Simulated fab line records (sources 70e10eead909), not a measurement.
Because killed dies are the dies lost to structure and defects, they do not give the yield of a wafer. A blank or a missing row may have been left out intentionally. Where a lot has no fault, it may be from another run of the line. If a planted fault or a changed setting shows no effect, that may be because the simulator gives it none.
fab line records + flow nandHarc
record:
- lots: 14
- wafers: 42
- lastDay: 34
route steps=1302 shown A_CONTACT@1043
lots that met no fault: taken from a fault-free run of the same line
startH: hours from the record's first day to the start of the lot's first wafer shown + waitH: hours from the lot's prior step to this one + " as in the row above + L1.1+2: one row covering several wafers at once + - value missing, or start not given + * or withheld: withheld + < > ~ a bound
route shown NAME@n: a module of which the file shows steps, and the number in the route of the first + usual: average and standard deviation across the fault-free wafers + same: alike in all rows + chamber/n: place in a boat + sites: each site's reading + _std_site: the values' standard deviation + _edge_site: the outer-site mean with the inner-site mean subtracted + radiusMm: how far each site lies from the wafer's centre + mask NAME#n: copy n + behind: tool/chamber where the wafer was last shaped + hold: what put the lot on hold/how long, in hours/how the hold closed + device: which transistor (n, p or np) failed to switch + end of line: the same wafers' tests at the end of the route + a step given without rows: its recipe and nothing more + killed: the dies lost at the first sort to structure and to defects; this is not the yield of the wafer + map: the dies of a wafer, with x for killed, . for not killed, _ for no die there
set.NAME: the setting that was run; set.NAME@STEP: the one run at that earlier step + model.NAME: the simulator's own value behind a step, which no gauge read
steps of the route over a sample of lots; a table a step, a row a wafer
services: the hour from which a tool's chamber was out of use, counted from the record's first day as startH (under 0 if before that day), plus the number of hours and why
== steps ==
step: NHARC_A_CONTACT_ETCH_75
recipe:
- targetDepthA: 390
- overEtchFrac: 0.3
- timeS: 65
- ionEnergyEv: 80
- cf4FlowSccm: 150
- arFlowSccm: 0
- rfW: 300
- biasW: 100
- chemistry: CF4
usual:
- biasW: 100.0/0.33
- cf4FlowSccm: 150.0/0.46
- drypumpMotorCurrentA: 5.7/0.3
- oesProductAu: 1.000/0.011
- rfVppV: 151.0/1.6
- showerheadPlenumPTorr: 1.76/0.1
- throttleValvePct: 13.286/0.0087
same:
- timeS: 65
| lot.wafer | tool       | chamber | startH | waitH | biasW | cf4FlowSccm | drypumpMotorCurrentA | oesProductAu | rfHoursCounterH | rfVppV | showerheadPlenumPTorr | throttleValvePct |
|-----------|------------|---------|--------|-------|-------|-------------|----------------------|--------------|-----------------|--------|-----------------------|------------------|
| L912.2    | rieDiel-07 | 0       | 522.24 | 0.1   | 99.6  | 150.1       | 5.7                  | 0.989        | 4               | 151.2  | 1.86                  | 13.297           |
| L912.1    | "          | 3       | "      | "     | 99.9  | 149.3       | 5.8                  | 1.005        | 4               | 153.7  | 1.91                  | 13.297           |
| L912.6    | "          | 3       | "      | "     | 99.8  | 149.3       | 5.8                  | 1.000        | -               | 152.7  | 1.91                  | 13.279           |
| L913.3    | rieDiel-11 | 1       | 530.11 | 0.1   | 99.9  | 150.7       | 5.5                  | 1.020        | 32              | 150.7  | 1.66                  | 13.280           |
| L913.2    | "          | 2       | "      | "     | 100.0 | 149.7       | 6.1                  | 1.012        | 29              | 153.8  | 1.90                  | 13.293           |
| L913.4    | "          | 3       | "      | "     | 99.3  | 150.2       | 5.7                  | 0.996        | 30              | 149.5  | 1.73                  | 13.293           |
| L914.3    | rieDiel-07 | 2       | 536.97 | 0.1   | 101.3 | 149.3       | 5.1                  | 0.985        | 4               | 150.9  | 1.71                  | 13.285           |
| L914.1    | "          | 3       | "      | "     | 100.0 | 149.1       | 5.8                  | 1.011        | 6               | 153.3  | 1.91                  | 13.287           |
| L914.6    | "          | 1       | "      | "     | 100.2 | 149.9       | 5.9                  | 0.994        | -               | 148.9  | 1.66                  | 13.289           |
| L915.4    | rieDiel-07 | 2       | 552.68 | 0.1   | 100.3 | 149.8       | 5.1                  | 0.996        | 6               | 149.4  | 1.71                  | 13.277           |
| L915.5    | "          | 3       | "      | "     | 100.2 | 149.6       | 5.8                  | 1.006        | -               | 154.2  | 1.91                  | 13.270           |
| L915.6    | "          | 0       | "      | "     | 99.7  | 149.9       | 5.7                  | 0.997        | -               | 151.2  | 1.86                  | 13.289           |
| L916.1    | rieDiel-07 | 1       | 572.74 | 0.1   | 99.8  | 149.9       | 5.9                  | 1.008        | 11              | 151.0  | 1.66                  | 13.290           |
| L916.2    | "          | 3       | "      | "     | 99.6  | 149.6       | 5.8                  | 1.013        | 11              | 154.0  | 1.91                  | 13.295           |
| L916.5    | "          | 2       | "      | "     | 99.6  | 150.6       | 5.1                  | 1.004        | -               | 149.0  | 1.71                  | 13.274           |
| L917.1    | rieDiel-07 | 1       | 591.33 | 0.1   | 100.3 | 149.9       | 5.9                  | 0.984        | 14              | 150.4  | 1.66                  | 13.264           |
| L917.4    | "          | 3       | "      | "     | 100.3 | 149.5       | 5.8                  | 1.000        | 13              | 152.9  | 1.90                  | 13.290           |
| L917.5    | "          | 1       | "      | "     | 100.3 | 150.6       | 5.8                  | 0.994        | -               | 150.5  | 1.66                  | 13.287           |
| L921.4    | rieDiel-07 | 3       | 615.49 | 0.1   | 99.8  | 150.0       | 5.8                  | 1.015        | 17              | 153.5  | 1.90                  | 13.300           |
| L921.1    | "          | 0       | "      | "     | 100.3 | 150.3       | 5.7                  | 1.003        | 18              | 153.6  | 1.86                  | 13.280           |
| L921.2    | "          | 1       | "      | "     | 99.7  | 149.9       | 5.9                  | 1.003        | 17              | 150.0  | 1.66                  | 13.283           |
| L920.3    | rieDiel-07 | 3       | 617.29 | 0.1   | 100.0 | 150.3       | 5.8                  | 1.020        | 18              | 153.8  | 1.90                  | 13.280           |
| L920.2    | "          | 0       | "      | "     | 100.3 | 150.2       | 5.7                  | 1.001        | 19              | 152.7  | 1.86                  | 13.274           |
| L920.4    | "          | 1       | "      | "     | 100.0 | 150.0       | 5.9                  | 1.017        | 18              | 149.7  | 1.66                  | 13.302           |
| L928.1    | rieDiel-07 | 3       | 683.46 | 0.1   | 99.4  | 149.5       | 5.7                  | 1.012        | 2               | 152.1  | 1.90                  | 13.293           |
| L928.3    | "          | 0       | "      | "     | 100.2 | 150.4       | 5.7                  | 1.010        | 2               | 152.3  | 1.85                  | 13.297           |
| L928.4    | "          | 2       | "      | "     | 100.8 | 150.4       | 5.1                  | 0.996        | 2               | 150.8  | 1.70                  | 13.284           |
| L929.3    | rieDiel-11 | 1       | 698.96 | 0.1   | 100.1 | 150.3       | 5.5                  | 0.995        | 28              | 149.7  | 1.65                  | 13.290           |
| L929.1    | "          | 2       | "      | "     | 100.4 | 149.5       | 6.0                  | 1.020        | 26              | 153.6  | 1.88                  | 13.282           |
| L929.4    | "          | 0       | "      | "     | 100.0 | 150.8       | 6.0                  | 0.987        | 31              | 149.0  | 1.64                  | 13.286           |
| L930.2    | rieDiel-07 | 0       | 700.77 | 0.1   | 100.4 | 149.9       | 5.7                  | 1.000        | 6               | 152.3  | 1.85                  | 13.293           |
| L930.6    | "          | 1       | "      | "     | 99.7  | 150.1       | 5.9                  | 1.013        | -               | 149.1  | 1.65                  | 13.272           |
| L930.5    | "          | 2       | "      | "     | 99.4  | 150.8       | 5.1                  | 1.008        | -               | 150.7  | 1.70                  | 13.284           |
| L932.4    | rieDiel-07 | 2       | 708.10 | 0.1   | 100.4 | 150.1       | 5.1                  | 1.002        | 8               | 151.1  | 1.70                  | 13.278           |
| L932.3    | "          | 3       | "      | "     | 99.9  | 150.2       | 5.8                  | 1.002        | 7               | 151.0  | 1.90                  | 13.288           |
| L932.6    | "          | 3       | "      | "     | 99.6  | 150.0       | 5.8                  | 0.993        | -               | 151.8  | 1.90                  | 13.296           |
| L931.2    | rieDiel-05 | 3       | 711.00 | 0.3   | 100.5 | 150.5       | 6.0                  | 1.003        | 45              | 149.4  | 1.76                  | 13.280           |
| L931.1    | "          | 1       | "      | "     | 99.9  | 150.3       | 5.8                  | 0.983        | 44              | 148.6  | 1.64                  | 13.285           |
| L931.3    | "          | 2       | "      | "     | 100.5 | 150.5       | 6.1                  | 0.981        | 41              | 152.3  | 1.78                  | 13.278           |
| L933.2    | rieDiel-07 | 0       | 750.43 | 0.1   | 99.8  | 149.8       | 5.7                  | 0.993        | 12              | 151.7  | 1.85                  | 13.295           |
| L933.4    | "          | 2       | "      | "     | 99.8  | 149.4       | 5.1                  | 1.010        | 13              | 150.7  | 1.70                  | 13.272           |
| L933.3    | "          | 3       | "      | "     | 100.4 | 149.5       | 5.8                  | 0.988        | 12              | 152.5  | 1.90                  | 13.301           |
step: NHARC_A_CONTACT_ETCH_124
recipe:
- sourceW: withheld
- pressureMtorr: 20
- biasV: withheld
- timeS: 140
- targetDepthA: 7000
- arFlowSccm: withheld
- c4f8FlowSccm: withheld
- o2FlowSccm: withheld
- chemistry: C4F8/O2/Ar
usual:
- chamberPressureMTorr: 19.999/0.018
- oesAirLineAu: 0.998/0.018
- timeS: 140/0
| lot.wafer | tool          | chamber | startH | waitH | chamberPressureMTorr | oesAirLineAu | rfHoursCounterH | timeS |
|-----------|---------------|---------|--------|-------|----------------------|--------------|-----------------|-------|
| L912.1    | harCapEtch-03 | 1       | 523.99 | -     | 20.011               | 0.970        | 43              | 140   |
| L912.2    | "             | 0       | "      | "     | 20.018               | 0.974        | 43              | 140   |
| L912.6    | "             | 1       | "      | "     | 19.986               | 1.016        | -               | 140   |
| L913.2    | harCapEtch-03 | 0       | 531.60 | -     | 20.010               | 1.008        | 44              | 140   |
| L913.4    | "             | 1       | "      | "     | 20.001               | 0.962        | -               | 140   |
| L913.3    | "             | 0       | "      | "     | 20.012               | 0.973        | -               | 140   |
| L914.1    | harCapEtch-03 | 1       | 538.46 | -     | 19.969               | 0.984        | 46              | 140   |
| L914.3    | "             | 1       | "      | "     | 20.002               | 0.980        | -               | 140   |
| L914.6    | "             | 0       | "      | "     | 20.000               | 0.998        | -               | 140   |
| L915.4    | harCapEtch-02 | 0       | 554.18 | -     | 19.986               | 1.005        | -               | 140   |
| L915.5    | "             | 0       | "      | "     | 19.972               | 0.985        | -               | 140   |
| L915.6    | "             | 1       | "      | "     | 20.024               | 0.988        | -               | 140   |
| L916.1    | harCapEtch-02 | 1       | 574.19 | -     | 20.003               | 0.980        | 97              | 140   |
| L916.2    | "             | 0       | "      | "     | 19.986               | 0.987        | 97              | 140   |
| L916.5    | "             | 1       | "      | "     | 20.011               | 1.022        | -               | 140   |
| L917.1    | harCapEtch-01 | 0       | 592.82 | -     | 20.030               | 1.006        | 13              | 140   |
| L917.4    | "             | 0       | "      | "     | 20.005               | 1.013        | -               | 140   |
| L917.5    | "             | 0       | "      | "     | 20.015               | 1.042        | -               | 140   |
| L921.2    | harCapEtch-02 | 0       | 616.94 | -     | -                    | -            | -               | -     |
| L921.1    | "             | 1       | "      | "     | -                    | -            | -               | -     |
| L921.4    | "             | 1       | "      | "     | -                    | -            | -               | -     |
| L920.2    | harCapEtch-03 | 0       | 618.78 | -     | -                    | -            | -               | -     |
| L920.4    | "             | 1       | "      | "     | -                    | -            | -               | -     |
| L920.3    | "             | 0       | "      | "     | -                    | -            | -               | -     |
| L928.1    | harCapEtch-02 | 0       | 684.91 | -     | 19.997               | 0.995        | 116             | 140   |
| L928.3    | "             | 0       | "      | "     | 20.009               | 0.984        | -               | 140   |
| L928.4    | "             | 1       | "      | "     | 20.006               | 0.993        | -               | 140   |
| L929.1    | harCapEtch-02 | 1       | 700.43 | -     | 20.005               | 0.985        | 119             | 140   |
| L929.3    | "             | 1       | "      | "     | 20.006               | 0.998        | -               | 140   |
| L929.4    | "             | 0       | "      | "     | 19.978               | 1.000        | -               | 140   |
| L930.2    | harCapEtch-01 | 1       | 702.21 | -     | 20.037               | 1.036        | 38              | 140   |
| L930.5    | "             | 1       | "      | "     | 20.039               | 1.025        | -               | 140   |
| L930.6    | "             | 0       | "      | "     | 20.025               | 0.998        | -               | 140   |
| L932.4    | harCapEtch-02 | 1       | 709.63 | -     | 19.993               | 1.019        | -               | 140   |
| L932.3    | "             | 0       | "      | "     | 19.983               | 0.990        | -               | 140   |
| L932.6    | "             | 1       | "      | "     | 19.988               | 0.992        | -               | 140   |
| L931.1    | harCapEtch-03 | 0       | 713.47 | -     | 20.001               | 1.006        | 79              | 140   |
| L931.2    | "             | 1       | "      | "     | 19.991               | 0.992        | 79              | 140   |
| L931.3    | "             | 0       | "      | "     | 19.998               | 0.997        | -               | 140   |
| L933.2    | harCapEtch-03 | 0       | 751.92 | -     | 19.983               | 0.994        | 84              | 140   |
| L933.4    | "             | 1       | "      | "     | 20.001               | 1.015        | -               | 140   |
| L933.3    | "             | 0       | "      | "     | 19.987               | 1.014        | -               | 140   |
step: NHARC_A_CONTACT_ETCH_125
recipe:
- sourceW: withheld
- pressureMtorr: 20
- biasV: 3000
- timeS: 197
- targetDepthA: 19180
- arFlowSccm: withheld
- c4f8FlowSccm: withheld
- o2FlowSccm: withheld
- chemistry: C4F8/O2/Ar
usual:
- chamberPressureMTorr: 19.999/0.015
- oesAirLineAu: 1.002/0.02
same:
- timeS: 197
| lot.wafer | tool          | chamber | startH | waitH | chamberPressureMTorr | oesAirLineAu | rfHoursCounterH |
|-----------|---------------|---------|--------|-------|----------------------|--------------|-----------------|
| L912.1    | harCapEtch-03 | 1       | 524.19 | 0.2   | 20.013               | 1.009        | 43              |
| L912.2    | "             | 0       | "      | "     | 20.001               | 1.009        | 43              |
| L912.6    | "             | 1       | "      | "     | 20.005               | 0.985        | -               |
| L913.2    | harCapEtch-03 | 0       | 531.79 | 0.2   | 19.967               | 0.986        | 44              |
| L913.4    | "             | 1       | "      | "     | 20.004               | 1.007        | -               |
| L913.3    | "             | 0       | "      | "     | 19.997               | 0.990        | -               |
| L914.1    | harCapEtch-03 | 1       | 538.65 | 0.2   | 20.003               | 0.985        | 46              |
| L914.3    | "             | 1       | "      | "     | 20.000               | 0.980        | -               |
| L914.6    | "             | 0       | "      | "     | 20.005               | 0.992        | -               |
| L915.4    | harCapEtch-02 | 0       | 554.38 | 0.2   | 20.022               | 1.008        | -               |
| L915.5    | "             | 0       | "      | "     | 20.011               | 1.037        | -               |
| L915.6    | "             | 1       | "      | "     | 19.992               | 1.026        | -               |
| L916.1    | harCapEtch-02 | 1       | 574.38 | 0.2   | 19.991               | 1.002        | 98              |
| L916.2    | "             | 0       | "      | "     | 19.995               | 1.013        | 98              |
| L916.5    | "             | 1       | "      | "     | 20.014               | 0.976        | -               |
| L917.1    | harCapEtch-01 | 0       | 593.02 | 0.2   | 19.999               | 0.979        | 13              |
| L917.4    | "             | 0       | "      | "     | 20.005               | 0.973        | -               |
| L917.5    | "             | 0       | "      | "     | 19.978               | 1.017        | -               |
| L921.2    | harCapEtch-02 | 0       | 617.20 | 0.2   | 19.995               | 0.976        | 104             |
| L921.1    | "             | 1       | "      | "     | 19.998               | 1.002        | 104             |
| L921.4    | "             | 1       | "      | "     | 20.004               | 1.006        | -               |
| L920.2    | harCapEtch-03 | 0       | 618.97 | 0.2   | 19.986               | 1.015        | 59              |
| L920.4    | "             | 1       | "      | "     | 19.974               | 0.994        | -               |
| L920.3    | "             | 0       | "      | "     | 19.999               | 1.028        | -               |
| L928.1    | harCapEtch-02 | 0       | 685.11 | 0.2   | 19.980               | 0.979        | 116             |
| L928.3    | "             | 0       | "      | "     | 20.011               | 1.008        | -               |
| L928.4    | "             | 1       | "      | "     | 20.020               | 0.944        | -               |
| L929.1    | harCapEtch-02 | 1       | 700.63 | 0.2   | 19.972               | 1.020        | 119             |
| L929.3    | "             | 1       | "      | "     | 19.979               | 0.999        | -               |
| L929.4    | "             | 0       | "      | "     | 20.000               | 0.989        | -               |
| L930.2    | harCapEtch-01 | 1       | 702.41 | 0.2   | 20.000               | 1.016        | 38              |
| L930.5    | "             | 1       | "      | "     | 20.023               | 0.985        | -               |
| L930.6    | "             | 0       | "      | "     | 20.020               | 0.946        | -               |
| L932.4    | harCapEtch-02 | 1       | 709.82 | 0.2   | 20.022               | 1.005        | -               |
| L932.3    | "             | 0       | "      | "     | 19.965               | 1.004        | -               |
| L932.6    | "             | 1       | "      | "     | 19.993               | 0.985        | -               |
| L931.1    | harCapEtch-03 | 0       | 713.67 | 0.2   | 20.006               | 0.989        | 80              |
| L931.2    | "             | 1       | "      | "     | 20.004               | 0.966        | 80              |
| L931.3    | "             | 0       | "      | "     | 19.996               | 0.961        | -               |
| L933.2    | harCapEtch-03 | 0       | 752.11 | 0.2   | 19.966               | 1.009        | 84              |
| L933.4    | "             | 1       | "      | "     | 20.014               | 1.025        | -               |
| L933.3    | "             | 0       | "      | "     | 19.999               | 1.017        | -               |
step: NHARC_A_CONTACT_ETCH_129
recipe:
- sourceW: withheld
- pressureMtorr: 20
- biasV: 3000
- timeS: 197
- targetDepthA: 19180
- arFlowSccm: withheld
- c4f8FlowSccm: withheld
- o2FlowSccm: withheld
- chemistry: C4F8/O2/Ar
usual:
- chamberPressureMTorr: 20.001/0.017
- oesAirLineAu: 0.999/0.02
same:
- timeS: 197
| lot.wafer | tool          | chamber | startH | waitH | chamberPressureMTorr | oesAirLineAu | rfHoursCounterH |
|-----------|---------------|---------|--------|-------|----------------------|--------------|-----------------|
| L912.1    | harCapEtch-03 | 1       | 524.89 | 0.1   | 20.006               | 1.009        | 43              |
| L912.2    | "             | 0       | "      | "     | 20.024               | 0.987        | 43              |
| L912.6    | "             | 1       | "      | "     | 20.030               | 1.011        | -               |
| L913.2    | harCapEtch-03 | 0       | 532.49 | 0.1   | 19.973               | 0.979        | 45              |
| L913.4    | "             | 1       | "      | "     | 20.006               | 1.028        | -               |
| L913.3    | "             | 0       | "      | "     | 20.013               | 1.008        | -               |
| L914.1    | harCapEtch-03 | 1       | 539.36 | 0.1   | 19.999               | 0.994        | 47              |
| L914.3    | "             | 1       | "      | "     | 20.009               | 0.974        | -               |
| L914.6    | "             | 0       | "      | "     | 20.014               | 1.027        | -               |
| L915.4    | harCapEtch-02 | 0       | 555.08 | 0.1   | 20.018               | 0.981        | -               |
| L915.5    | "             | 0       | "      | "     | 19.991               | 0.987        | -               |
| L915.6    | "             | 1       | "      | "     | 19.984               | 0.992        | -               |
| L916.1    | harCapEtch-02 | 1       | 575.09 | 0.1   | 20.003               | 0.995        | 98              |
| L916.2    | "             | 0       | "      | "     | 19.987               | 0.999        | 98              |
| L916.5    | "             | 1       | "      | "     | 20.045               | 1.006        | -               |
| L917.1    | harCapEtch-01 | 0       | 593.72 | 0.1   | 19.978               | 0.974        | 14              |
| L917.4    | "             | 0       | "      | "     | 19.986               | 0.976        | -               |
| L917.5    | "             | 0       | "      | "     | 20.000               | 0.974        | -               |
| L921.2    | harCapEtch-02 | 0       | 618.08 | 0.1   | 20.003               | 0.994        | 105             |
| L921.1    | "             | 1       | "      | "     | 19.983               | 0.978        | 105             |
| L921.4    | "             | 1       | "      | "     | 20.008               | 1.026        | -               |
| L920.2    | harCapEtch-03 | 0       | 619.68 | 0.1   | 20.015               | 0.974        | 60              |
| L920.4    | "             | 1       | "      | "     | 20.016               | 0.994        | -               |
| L920.3    | "             | 0       | "      | "     | 20.002               | 0.980        | -               |
| L928.1    | harCapEtch-02 | 0       | 685.82 | 0.1   | 19.946               | 1.001        | 117             |
| L928.3    | "             | 0       | "      | "     | 20.007               | 0.971        | -               |
| L928.4    | "             | 1       | "      | "     | 20.028               | 0.963        | -               |
| L929.1    | harCapEtch-02 | 1       | 701.34 | 0.1   | 19.990               | 0.984        | 120             |
| L929.3    | "             | 1       | "      | "     | 19.984               | 0.969        | -               |
| L929.4    | "             | 0       | "      | "     | 19.998               | 1.003        | -               |
| L930.2    | harCapEtch-01 | 1       | 703.12 | 0.1   | 20.005               | 1.043        | 39              |
| L930.5    | "             | 1       | "      | "     | 19.984               | 1.021        | -               |
| L930.6    | "             | 0       | "      | "     | 19.970               | 0.985        | -               |
| L932.4    | harCapEtch-02 | 1       | 710.53 | 0.1   | 20.003               | 0.982        | -               |
| L932.3    | "             | 0       | "      | "     | 19.988               | 1.004        | -               |
| L932.6    | "             | 1       | "      | "     | 20.006               | 0.952        | -               |
| L931.1    | harCapEtch-03 | 0       | 714.37 | 0.1   | 20.024               | 1.007        | 80              |
| L931.2    | "             | 1       | "      | "     | 19.997               | 1.012        | 80              |
| L931.3    | "             | 0       | "      | "     | 20.012               | 0.999        | -               |
| L933.2    | harCapEtch-03 | 0       | 752.82 | 0.1   | 20.001               | 0.991        | 84              |
| L933.4    | "             | 1       | "      | "     | 19.986               | 0.996        | -               |
| L933.3    | "             | 0       | "      | "     | 20.032               | 1.017        | -               |
== services ==
| tool       | chamber | startH | hours | kind   |
|------------|---------|--------|-------|--------|
| rieDiel-07 | 0       | 505.25 | -     | clean  |
| rieDiel-07 | 1       | 505.25 | -     | clean  |
| rieDiel-07 | 2       | 505.25 | -     | clean  |
| rieDiel-07 | 3       | 505.25 | -     | clean  |
| rieDiel-07 | 3       | 507.09 | 1.3   | repair |
| rieDiel-05 | 2       | 514.91 | 3.0   | repair |
| rieDiel-07 | 2       | 518.93 | 7.4   | repair |
| rieDiel-07 | 0       | 529.75 | -     | clean  |
| rieDiel-07 | 1       | 529.75 | -     | clean  |
| rieDiel-07 | 2       | 529.75 | -     | clean  |
| rieDiel-07 | 3       | 529.75 | -     | clean  |
| rieDiel-07 | 2       | 544.02 | 7.6   | repair |
| rieDiel-07 | 0       | 554.27 | -     | clean  |
| rieDiel-07 | 1       | 554.27 | -     | clean  |
| rieDiel-07 | 2       | 554.27 | -     | clean  |
| rieDiel-05 | 0       | 554.66 | 1.3   | repair |
| rieDiel-11 | -       | 555.10 | 0.7   | repair |
| rieDiel-05 | -       | 583.74 | 9.0   | pm     |
| rieDiel-11 | 2       | 584.07 | 7.0   | repair |
| rieDiel-11 | 2       | 603.70 | 5.3   | repair |
| rieDiel-11 | -       | 612.82 | 9.0   | pm     |
| rieDiel-07 | -       | 648.75 | 9.0   | pm     |
| rieDiel-05 | 2       | 653.44 | 5.8   | repair |
| rieDiel-11 | 3       | 705.08 | 4.3   | repair |
== key ==
firstSign:
- step: NHARC_A_CONTACT_ETCH_124
- reading: toolRecord
- direction: missing
effect none on later readings
metAt NHARC_A_CONTACT_ETCH_124
struckLots L920,L921
laterRowsLeftOut L920.2,L920.3,L920.4,L921.1,L921.2,L921.4
sortLeftOut L920.2,L920.3,L920.4,L921.1,L921.2,L921.4
testerLeftOut L920,L921
notActingAt NHARC_A_CONTACT_ETCH_75,NHARC_A_CONTACT_ETCH_125,NHARC_A_CONTACT_ETCH_129
onsetBetween 574.19 616.94
fault:
- kind: skippedStepWhole
- tool: harCapEtch-02,harCapEtch-03
- chamber: -
- onsetH: 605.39
- steps: NHARC_A_CONTACT_ETCH_124
- scope: struckLotsOnly
testerLeftOut: of these lots the tester's yield and bins aren't shown, on N5 and GAA mostly nor the transistor test; their killed dies are dies lost to structure and defects alone, not to doping, threshold or leakage, so they don't give the yield
sortLeftOut: the simulated sort isn't trusted on such a fault, so these wafers' sort isn't shown, and their yield isn't known
laterRowsLeftOut: the simulator's readings of these wafers behind a module that went badly wrong aren't trusted and aren't shown, but for the sort
